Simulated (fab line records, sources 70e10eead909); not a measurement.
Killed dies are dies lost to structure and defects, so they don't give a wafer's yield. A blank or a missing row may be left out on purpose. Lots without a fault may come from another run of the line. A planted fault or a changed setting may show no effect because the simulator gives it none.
A struck lot beside a sound one | flow nand_harc | 15 steps out of a route of 1302
Sound: wafers L307.1, L307.3, L307.6. Struck: wafers L314.2, L314.4, L314.6. The cause comes at the end.
At each step with rows: each side's tool, then ch and its chambers, then its first start. Under that, the readings that differ: sound wafers | struck wafers | difference of the means | sigmas: that difference in standard deviations of wafers without a fault.
alike: readings whose means differ by less than 2 such deviations, and words and numbers that are the same on both sides. not compared: withheld readings, readings that some wafer has no value for, bounds like >300 that may hide the same value, and numbers for which the record gives no deviation and whose values overlap.
The two part at a step that has a row with sigmas, a row that says differs or no value, or rows on one side only. Numbers that don't overlap but have no deviation are shown without sigmas and don't part them. A reading that every wafer of one side lacks parts them only if that side has two wafers or more.

NHARC_P_M2_PRE_CLEAN_32: time 12 s.
  sound on pecvd-04 ch 0,2, day 8 01:01; struck on pecvd-03 ch 0,1,2, day 10 22:41
  alike: heater_power_outer_w, heater_power_w
NHARC_P_M2_DEP_33: deposits SiCN, target thk 30 nm.
  sound on pecvd-04 ch 0,2, day 8 01:05; struck on pecvd-03 ch 0,1,2, day 10 22:46
  alike: heater_power_outer_w, heater_power_w
NHARC_P_BONDPAD_DEP_00: deposits SiCN, target thk 250 nm.
  sound on pecvd-03 ch 0,1, day 8 01:30; struck on pecvd-03 ch 0,1,2
  alike: heater_power_outer_w, heater_power_w
NHARC_P_BONDPAD_CMP_32: polishes SiCN, target thk 200 nm.
  sound on cmp-01 ch 0,1,2, day 8 01:58; struck on cmp-04 ch 0,2, day 10 23:34
  alike: motor_current_A
NHARC_P_BONDPAD_THK_MEAS_33: measures by ellipsometry.
  sound on film_metro-02, day 8 02:10; struck on film_metro-01, day 10 23:49
  alike: thk_nm
then, 7 steps without rows for these wafers: NHARC_P_BONDPAD_SRD_34; NHARC_P_BONDPAD_DEHYDRATE_01 (time 120 s); NHARC_P_BONDPAD_HMDS_02 (time 30 s); NHARC_P_BONDPAD_COAT_36 (time 65 s); NHARC_P_BONDPAD_COAT_03 (resist thk 600 nm); NHARC_P_BONDPAD_SOFTBAKE_04 (time 70 s); NHARC_P_BONDPAD_EBR_05.
NHARC_P_BONDPAD_EXPOSE_06: exposes mask P BPAD.
  sound on krf_scanner-01 ch 0, day 8 02:35; struck on krf_scanner-03 ch 0, day 11 00:07
  reading              | sound             | struck            | difference | sigmas
  exposure_dose_mJ_cm2 | 37.56 37.59 37.57 | 34.55 34.52 34.54 | -3.04      | -12
  alike: mask, focus_offset_nm
then, 1 step without rows for these wafers: NHARC_P_BONDPAD_PEB_07 (peb time 80 s).
-- the record jumps here: 18 days lie between the struck wafers' starts before and after (it left off in module P_BONDPAD and takes up again in module END, whose first step shown is number 1302 of the route) --
NHARC_END_SORT_01:
  the record has rows for the struck wafers here (prober-01 ch 0, day 29 01:56) and none for the sound ones

WHERE THEY PART
First at NHARC_P_BONDPAD_EXPOSE_06; last, within this record, at NHARC_END_SORT_01.

WHY: what the simulator had put in
Process parameter drift: krf_scanner-03, from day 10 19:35 on, at NHARC_P_BONDPAD_EXPOSE_06. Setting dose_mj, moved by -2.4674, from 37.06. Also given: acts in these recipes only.
